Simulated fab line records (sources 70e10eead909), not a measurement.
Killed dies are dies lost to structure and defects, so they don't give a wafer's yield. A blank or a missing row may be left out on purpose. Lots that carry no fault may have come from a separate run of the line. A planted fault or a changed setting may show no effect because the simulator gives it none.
What tool caused it? / flow nandHarc / 36 wafers from 12 lots sampled at 5 of the route's 1159 steps

== WHAT THE GAUGES SHOWED, per wafer ==
NHARC_END_SORT_01.
lot=L308; measured=day 19 10:49; on=prober-01; killedAtArray=14 13 12; killedAtOther=0 0 1; killedAtPeriphery=3 5 2; killedDies=17 18 15; killedOpen=4 3 1; killedShort=2 2 1
lot=L317; measured=day 22 07:30; on=prober-02; killedAtArray=40 47 30; killedAtOther=0 0 0; killedAtPeriphery=7 10 13; killedDies=47 57 43; killedOpen=2 3 2; killedShort=2 1 0
lot=L322; measured=day 24 05:56; on=prober-01; killedAtArray=32 220 30; killedAtOther=1 0 1; killedAtPeriphery=4 4 2; killedDies=37 224 33; killedOpen=2 4 6; killedShort=5 2 0

== TOOL THAT RAN EACH LOT (tool first, then ch and the chambers of the sampled wafers, then the start) ==
lot=L305; NHARC_A_STAIRCASE_TRIM_202=rieDiel-11 ch 0,1,3, day 11 06:01 or earlier; NHARC_A_STAIRCASE_TRIM_220=rieDiel-07 ch 1,2,3, day 11 06:01; NHARC_A_STAIRCASE_TRIM_224=rieDiel-07 ch 0,1,3, day 11 07:48 or earlier; NHARC_A_STAIRCASE_ETCH_234=rieDiel-07 ch 0,1,2, day 11 07:48
lot=L306; NHARC_A_STAIRCASE_TRIM_202=rieDiel-07 ch 0,3, day 11 11:06 or earlier; NHARC_A_STAIRCASE_TRIM_220=rieDiel-07 ch 1,3, day 11 11:06; NHARC_A_STAIRCASE_TRIM_224=rieDiel-07 ch 1,3, day 11 12:46 or earlier; NHARC_A_STAIRCASE_ETCH_234=rieDiel-07 ch 0,1, day 11 12:46
lot=L307; NHARC_A_STAIRCASE_TRIM_202=rieDiel-07 ch 1,2,3, day 11 11:32 or earlier; NHARC_A_STAIRCASE_TRIM_220=rieDiel-11 ch 0,1,3, day 11 11:32; NHARC_A_STAIRCASE_TRIM_224=rieDiel-11 ch 0,1,2, day 11 13:12 or earlier; NHARC_A_STAIRCASE_ETCH_234=rieDiel-11 ch 0,2,3, day 11 13:12
lot=L308; NHARC_A_STAIRCASE_TRIM_202=rieDiel-11 ch 1,2, day 11 16:25 or earlier; NHARC_A_STAIRCASE_TRIM_220=rieDiel-03 ch 0,1,3, day 11 16:25; NHARC_A_STAIRCASE_TRIM_224=rieDiel-03 ch 0,1,2, day 11 18:05 or earlier; NHARC_A_STAIRCASE_ETCH_234=rieDiel-11 ch 1,2, day 11 18:05
lot=L310; NHARC_A_STAIRCASE_TRIM_202=rieDiel-07 ch 0,3, day 12 07:42 or earlier; NHARC_A_STAIRCASE_TRIM_220=rieDiel-03 ch 2,3, day 12 07:42; NHARC_A_STAIRCASE_TRIM_224=rieDiel-03 ch 1,3, day 12 10:29 or earlier; NHARC_A_STAIRCASE_ETCH_234=rieDiel-07 ch 0,1,2, day 12 10:29
lot=L309; NHARC_A_STAIRCASE_TRIM_202=rieDiel-11 ch 1,2,3, day 12 10:14 or earlier; NHARC_A_STAIRCASE_TRIM_220=rieDiel-07 ch 2,3, day 12 10:14; NHARC_A_STAIRCASE_TRIM_224=rieDiel-07 ch 2,3, day 12 11:59 or earlier; NHARC_A_STAIRCASE_ETCH_234=rieDiel-07 ch 0,2, day 12 11:59
lot=L314; NHARC_A_STAIRCASE_TRIM_202=rieDiel-07 ch 2,3, day 13 06:09 or earlier; NHARC_A_STAIRCASE_TRIM_220=rieDiel-07 ch 0,1, day 13 06:09; NHARC_A_STAIRCASE_TRIM_224=rieDiel-07 ch 0,1,3, day 13 07:52 or earlier; NHARC_A_STAIRCASE_ETCH_234=rieDiel-07 ch 0,1, day 13 07:52
lot=L317; NHARC_A_STAIRCASE_TRIM_202=rieDiel-11 ch 0,2,3, day 14 08:23 or earlier; NHARC_A_STAIRCASE_TRIM_220=rieDiel-07 ch 0,1,3, day 14 08:23; NHARC_A_STAIRCASE_TRIM_224=rieDiel-07 ch 0,1,3, day 14 10:04 or earlier; NHARC_A_STAIRCASE_ETCH_234=rieDiel-07 ch 0,1,2, day 14 10:04
lot=L322; NHARC_A_STAIRCASE_TRIM_202=rieDiel-07 ch 0,1,2, day 15 09:34 or earlier; NHARC_A_STAIRCASE_TRIM_220=rieDiel-03 ch 0,1,2, day 15 09:34; NHARC_A_STAIRCASE_TRIM_224=rieDiel-03 ch 1,2,3, day 15 11:26 or earlier; NHARC_A_STAIRCASE_ETCH_234=rieDiel-07 ch 0,1,3, day 15 11:26
lot=L323; NHARC_A_STAIRCASE_TRIM_202=rieDiel-03 ch 0,1,3, day 15 14:42 or earlier; NHARC_A_STAIRCASE_TRIM_220=rieDiel-03 ch 2,3, day 15 14:42; NHARC_A_STAIRCASE_TRIM_224=rieDiel-03 ch 0,3, day 15 16:49 or earlier; NHARC_A_STAIRCASE_ETCH_234=rieDiel-03 ch 0,2, day 15 16:49
lot=L326; NHARC_A_STAIRCASE_TRIM_202=rieDiel-03 ch 0,1,2, day 16 22:14 or earlier; NHARC_A_STAIRCASE_TRIM_220=rieDiel-03 ch 1,2,3, day 16 22:14; NHARC_A_STAIRCASE_TRIM_224=rieDiel-03 ch 0,3, day 17 00:25 or earlier; NHARC_A_STAIRCASE_ETCH_234=rieDiel-03 ch 1,2,3, day 17 00:25
lot=L328; NHARC_A_STAIRCASE_TRIM_202=rieDiel-07 ch 0,1,3, day 17 01:29 or earlier; NHARC_A_STAIRCASE_TRIM_220=rieDiel-03 ch 0,2,3, day 17 01:29; NHARC_A_STAIRCASE_TRIM_224=rieDiel-03 ch 1,2,3, day 17 03:22 or earlier; NHARC_A_STAIRCASE_ETCH_234=rieDiel-03 ch 1,2,3, day 17 03:22
- NHARC_A_STAIRCASE_TRIM_202: chemistry O2, time 211.2 s.
- NHARC_A_STAIRCASE_TRIM_220: chemistry O2, time 211.2 s.
- NHARC_A_STAIRCASE_TRIM_224: chemistry O2, time 211.2 s.
- NHARC_A_STAIRCASE_ETCH_234: etches the open film in C4F8/O2, target depth 100 nm, time 40.5 s.

== AS READ BY THE TOOLS THEMSELVES (means over the sampled wafers that have a number; for cases with no such wafer, the mark the record gives instead) ==
NHARC_A_STAIRCASE_TRIM_202.
lot=L305; tool=rieDiel-11; drypumpMotorCurrentA (A)=6.0; oesProductAu (a.u.)=0.993; rfVppV (V)=58.4; showerheadPlenumPTorr (Torr)=3.51; throttleValvePct (%)=17.036
lot=L306; tool=rieDiel-07; drypumpMotorCurrentA (A)=5.2; oesProductAu (a.u.)=0.994; rfVppV (V)=57.7; showerheadPlenumPTorr (Torr)=3.57; throttleValvePct (%)=17.032
lot=L307; tool=rieDiel-07; drypumpMotorCurrentA (A)=6.0; oesProductAu (a.u.)=1.000; rfVppV (V)=58.2; showerheadPlenumPTorr (Torr)=3.51; throttleValvePct (%)=17.031
lot=L308; tool=rieDiel-11; drypumpMotorCurrentA (A)=6.1; oesProductAu (a.u.)=1.009; rfVppV (V)=57.8; showerheadPlenumPTorr (Torr)=3.53; throttleValvePct (%)=17.039
lot=L310; tool=rieDiel-07; drypumpMotorCurrentA (A)=5.2; oesProductAu (a.u.)=1.001; rfVppV (V)=58.3; showerheadPlenumPTorr (Torr)=3.57; throttleValvePct (%)=17.037
lot=L309; tool=rieDiel-11; drypumpMotorCurrentA (A)=5.8; oesProductAu (a.u.)=1.008; rfVppV (V)=57.6; showerheadPlenumPTorr (Torr)=3.46; throttleValvePct (%)=17.040
lot=L314; tool=rieDiel-07; drypumpMotorCurrentA (A)=5.8; oesProductAu (a.u.)=0.989; rfVppV (V)=56.7; showerheadPlenumPTorr (Torr)=3.48; throttleValvePct (%)=17.040
lot=L317; tool=rieDiel-11; drypumpMotorCurrentA (A)=5.7; oesProductAu (a.u.)=0.996; rfVppV (V)=57.6; showerheadPlenumPTorr (Torr)=3.40; throttleValvePct (%)=17.031
lot=L322; tool=rieDiel-07; drypumpMotorCurrentA (A)=6.1; oesProductAu (a.u.)=1.016; rfVppV (V)=57.4; showerheadPlenumPTorr (Torr)=3.51; throttleValvePct (%)=17.027
lot=L323; tool=rieDiel-03; drypumpMotorCurrentA (A)=5.8; oesProductAu (a.u.)=1.003; rfVppV (V)=57.8; showerheadPlenumPTorr (Torr)=3.59; throttleValvePct (%)=17.030
lot=L326; tool=rieDiel-03; drypumpMotorCurrentA (A)=5.4; oesProductAu (a.u.)=1.005; rfVppV (V)=58.2; showerheadPlenumPTorr (Torr)=3.65; throttleValvePct (%)=17.030
lot=L328; tool=rieDiel-07; drypumpMotorCurrentA (A)=5.7; oesProductAu (a.u.)=1.013; rfVppV (V)=57.7; showerheadPlenumPTorr (Torr)=3.54; throttleValvePct (%)=17.029

NHARC_A_STAIRCASE_TRIM_220.
lot=L305; tool=rieDiel-07; drypumpMotorCurrentA (A)=6.0; oesProductAu (a.u.)=1.000; rfVppV (V)=57.3; showerheadPlenumPTorr (Torr)=3.51; throttleValvePct (%)=17.035
lot=L306; tool=rieDiel-07; drypumpMotorCurrentA (A)=6.1; oesProductAu (a.u.)=1.008; rfVppV (V)=57.7; showerheadPlenumPTorr (Torr)=3.52; throttleValvePct (%)=17.040
lot=L307; tool=rieDiel-11; drypumpMotorCurrentA (A)=6.0; oesProductAu (a.u.)=0.993; rfVppV (V)=57.7; showerheadPlenumPTorr (Torr)=3.51; throttleValvePct (%)=17.034
lot=L308; tool=rieDiel-03; drypumpMotorCurrentA (A)=5.7; oesProductAu (a.u.)=1.000; rfVppV (V)=57.8; showerheadPlenumPTorr (Torr)=3.60; throttleValvePct (%)=17.038
lot=L310; tool=rieDiel-03; drypumpMotorCurrentA (A)=6.4; oesProductAu (a.u.)=1.021; rfVppV (V)=58.6; showerheadPlenumPTorr (Torr)=3.56; throttleValvePct (%)=17.035
lot=L309; tool=rieDiel-07; drypumpMotorCurrentA (A)=5.5; oesProductAu (a.u.)=0.994; rfVppV (V)=57.6; showerheadPlenumPTorr (Torr)=3.52; throttleValvePct (%)=17.035
lot=L314; tool=rieDiel-07; drypumpMotorCurrentA (A)=5.8; oesProductAu (a.u.)=1.008; rfVppV (V)=57.2; showerheadPlenumPTorr (Torr)=3.58; throttleValvePct (%)=17.037
lot=L317; tool=rieDiel-07; drypumpMotorCurrentA (A)=5.7; oesProductAu (a.u.)=1.009; rfVppV (V)=58.0; showerheadPlenumPTorr (Torr)=3.55; throttleValvePct (%)=17.033
lot=L322; tool=rieDiel-03; drypumpMotorCurrentA (A)=5.4; oesProductAu (a.u.)=1.007; rfVppV (V)=58.2; showerheadPlenumPTorr (Torr)=3.66; throttleValvePct (%)=17.034
lot=L323; tool=rieDiel-03; drypumpMotorCurrentA (A)=6.0; oesProductAu (a.u.)=1.008; rfVppV (V)=58.3; showerheadPlenumPTorr (Torr)=3.63; throttleValvePct (%)=17.043
lot=L326; tool=rieDiel-03; drypumpMotorCurrentA (A)=5.7; oesProductAu (a.u.)=0.998; rfVppV (V)=58.5; showerheadPlenumPTorr (Torr)=3.59; throttleValvePct (%)=17.031
lot=L328; tool=rieDiel-03; drypumpMotorCurrentA (A)=6.0; oesProductAu (a.u.)=1.014; rfVppV (V)=57.8; showerheadPlenumPTorr (Torr)=3.60; throttleValvePct (%)=17.026

NHARC_A_STAIRCASE_TRIM_224.
lot=L305; tool=rieDiel-07; drypumpMotorCurrentA (A)=5.7; oesProductAu (a.u.)=1.006; rfVppV (V)=57.3; showerheadPlenumPTorr (Torr)=3.56; throttleValvePct (%)=17.036
lot=L306; tool=rieDiel-07; drypumpMotorCurrentA (A)=5.6; oesProductAu (a.u.)=1.001; rfVppV (V)=57.6; showerheadPlenumPTorr (Torr)=3.54; throttleValvePct (%)=17.033
lot=L307; tool=rieDiel-11; drypumpMotorCurrentA (A)=6.0; oesProductAu (a.u.)=1.002; rfVppV (V)=58.3; showerheadPlenumPTorr (Torr)=3.48; throttleValvePct (%)=17.035
lot=L308; tool=rieDiel-03; drypumpMotorCurrentA (A)=5.4; oesProductAu (a.u.)=1.004; rfVppV (V)=57.7; showerheadPlenumPTorr (Torr)=3.67; throttleValvePct (%)=17.040
lot=L310; tool=rieDiel-03; drypumpMotorCurrentA (A)=5.5; oesProductAu (a.u.)=1.005; rfVppV (V)=58.2; showerheadPlenumPTorr (Torr)=3.58; throttleValvePct (%)=17.038
lot=L309; tool=rieDiel-07; drypumpMotorCurrentA (A)=5.5; oesProductAu (a.u.)=0.989; rfVppV (V)=57.7; showerheadPlenumPTorr (Torr)=3.52; throttleValvePct (%)=17.034
lot=L314; tool=rieDiel-07; drypumpMotorCurrentA (A)=5.7; oesProductAu (a.u.)=1.008; rfVppV (V)=58.1; showerheadPlenumPTorr (Torr)=3.56; throttleValvePct (%)=17.044
lot=L317; tool=rieDiel-07; drypumpMotorCurrentA (A)=5.7; oesProductAu (a.u.)=1.007; rfVppV (V)=57.6; showerheadPlenumPTorr (Torr)=3.55; throttleValvePct (%)=17.029
lot=L322; tool=rieDiel-03; drypumpMotorCurrentA (A)=5.8; oesProductAu (a.u.)=1.003; rfVppV (V)=57.9; showerheadPlenumPTorr (Torr)=3.60; throttleValvePct (%)=17.046
lot=L323; tool=rieDiel-03; drypumpMotorCurrentA (A)=6.0; oesProductAu (a.u.)=1.018; rfVppV (V)=57.2; showerheadPlenumPTorr (Torr)=3.60; throttleValvePct (%)=17.038
lot=L326; tool=rieDiel-03; drypumpMotorCurrentA (A)=6.0; oesProductAu (a.u.)=1.023; rfVppV (V)=58.0; showerheadPlenumPTorr (Torr)=3.59; throttleValvePct (%)=17.030
lot=L328; tool=rieDiel-03; drypumpMotorCurrentA (A)=5.8; oesProductAu (a.u.)=1.003; rfVppV (V)=57.5; showerheadPlenumPTorr (Torr)=3.59; throttleValvePct (%)=17.033

NHARC_A_STAIRCASE_ETCH_234.
lot=L305; tool=rieDiel-07; oesProductAu (a.u.)=0.946; rfVppV (V)=896
lot=L306; tool=rieDiel-07; oesProductAu (a.u.)=0.949; rfVppV (V)=898
lot=L307; tool=rieDiel-11; oesProductAu (a.u.)=0.942; rfVppV (V)=892
lot=L308; tool=rieDiel-11; oesProductAu (a.u.)=0.959; rfVppV (V)=892
lot=L310; tool=rieDiel-07; oesProductAu (a.u.)=0.944; rfVppV (V)=896
lot=L309; tool=rieDiel-07; oesProductAu (a.u.)=0.953; rfVppV (V)=897
lot=L314; tool=rieDiel-07; oesProductAu (a.u.)=0.960; rfVppV (V)=897
lot=L317; tool=rieDiel-07; oesProductAu (a.u.)=0.952; rfVppV (V)=895
lot=L322; tool=rieDiel-07; oesProductAu (a.u.)=0.988; rfVppV (V)=897
lot=L323; tool=rieDiel-03; oesProductAu (a.u.)=0.950; rfVppV (V)=902
lot=L326; tool=rieDiel-03; oesProductAu (a.u.)=0.942; rfVppV (V)=898
lot=L328; tool=rieDiel-03; oesProductAu (a.u.)=0.953; rfVppV (V)=899

== THE ANSWER, worked out from the rows above alone ==
Rule: the lots themselves supply what counts as usual. The widest of any qualifying gaps counts: lots, ordered by their means at a reading, are off when they make up no more than a third of the lots, leave a main group of 4 or more, and stand apart from it by 3 or more times the standard deviation of that group's means. The tables above print the reading to a certain number of digits; a main group whose means all agree to those digits is not used. Also off: a lot with no number at a reading for which 4 or more lots have one. Any other lot the step has rows for is counted as sound. The gauges are gone through in route order, then the tools' own readings, and for those a lot's mean is taken as printed above. At the first step where some lot is off, the reading lying furthest off is the one used; lots without a number count as furthest.
Off: L322, at NHARC_A_STAIRCASE_ETCH_234 (oesProductAu). Main group: mean 0.950 a.u., sd 0.0059.
A tool fits if, at that step or a process step before it, it ran every lot that is off, and no sound lot after the first of them. NHARC_A_STAIRCASE_TRIM_202: start missing for some lots; hours and lot order therefore follow NHARC_A_STAIRCASE_TRIM_220. NHARC_A_STAIRCASE_TRIM_224: start missing for some lots; hours and lot order therefore follow NHARC_A_STAIRCASE_ETCH_234. One fits: rieDiel-07 at NHARC_A_STAIRCASE_ETCH_234. Its last sound lot is L317 (day 14 10:04), its first lot that is off L322 (day 15 11:26): a fault that began between those two fits.
On the lots that are off, the tool's own readings at NHARC_A_STAIRCASE_ETCH_234 differ by more than 5 times the standard deviation of the sound lots' means, which bears it out; oesProductAu reads 0.988 a.u. there versus 0.950 a.u. on the sound lots.

== WHAT HAD BEEN PUT IN BY THE SIMULATOR ==
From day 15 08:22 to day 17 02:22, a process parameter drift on rieDiel-07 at NHARC_A_STAIRCASE_ETCH_234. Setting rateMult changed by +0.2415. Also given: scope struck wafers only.
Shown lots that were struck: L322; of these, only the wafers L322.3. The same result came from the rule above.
